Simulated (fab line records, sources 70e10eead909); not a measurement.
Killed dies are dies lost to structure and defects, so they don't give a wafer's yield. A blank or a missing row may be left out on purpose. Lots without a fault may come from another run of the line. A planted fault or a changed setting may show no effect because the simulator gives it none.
Chamber matching | flow nand_harc | NHARC_A_STAIRCASE_DESCUM_11 on rie_diel-04: 4 sister chambers
The step chemistry O2, time 3 s. 8 wafers are shown with their chamber, then 8 later ones without.

WAFERS WITH THEIR CHAMBER
wafer  | chamber | showerhead_plenum_p_Torr (Torr) | drypump_motor_current_A (A)
L079.4 | 1       | 2.00                            | 5.1
L079.6 | 0       | 1.99                            | 5.8
L080.4 | 1       | 2.00                            | 5.2
L080.6 | 2       | 2.00                            | 5.6
L081.1 | 2       | 2.00                            | 5.6
L081.3 | 0       | 1.98                            | 5.8
L081.6 | 3       | 1.90                            | 6.0
L084.1 | 3       | 1.90                            | 6.0

WAFERS WITHOUT THEIR CHAMBER
wafer  | showerhead_plenum_p_Torr (Torr) | drypump_motor_current_A (A)
L084.2 | 1.98                            | 5.7
L084.3 | 2.00                            | 5.6
L093.2 | 1.98                            | 5.7
L093.3 | 1.89                            | 6.0
L093.6 | 1.98                            | 5.8
L096.2 | 1.99                            | 5.6
L096.4 | 1.89                            | 6.0
L096.5 | 1.99                            | 5.2

WHICH CHAMBER EACH WENT THROUGH
wafer  | from the rows above | in truth
L084.2 | 0                   | 0
L084.3 | 2                   | 2
L093.2 | 0                   | 0
L093.3 | 3                   | 3
L093.6 | 0                   | 0
L096.2 | 2                   | 2
L096.4 | 3                   | 3
L096.5 | 1                   | 1
Placed correctly: 8 of 8. Can't be placed from these rows: 0. Placed wrongly: 0.
How it was worked out, from the rows above alone: a wafer's distance from a chamber is the root of the sum, over the readings, of the square of ((its reading less the chamber's mean) divided by the reading's scatter). The wafer belongs to the nearest chamber; if the next one is less than 2 further off, it can't be placed. A chamber's mean is the mean of its shown wafers. The scatter: the root of (the sum of the squares of (reading less its chamber's mean) over the shown wafers, divided by (wafers less chambers)).
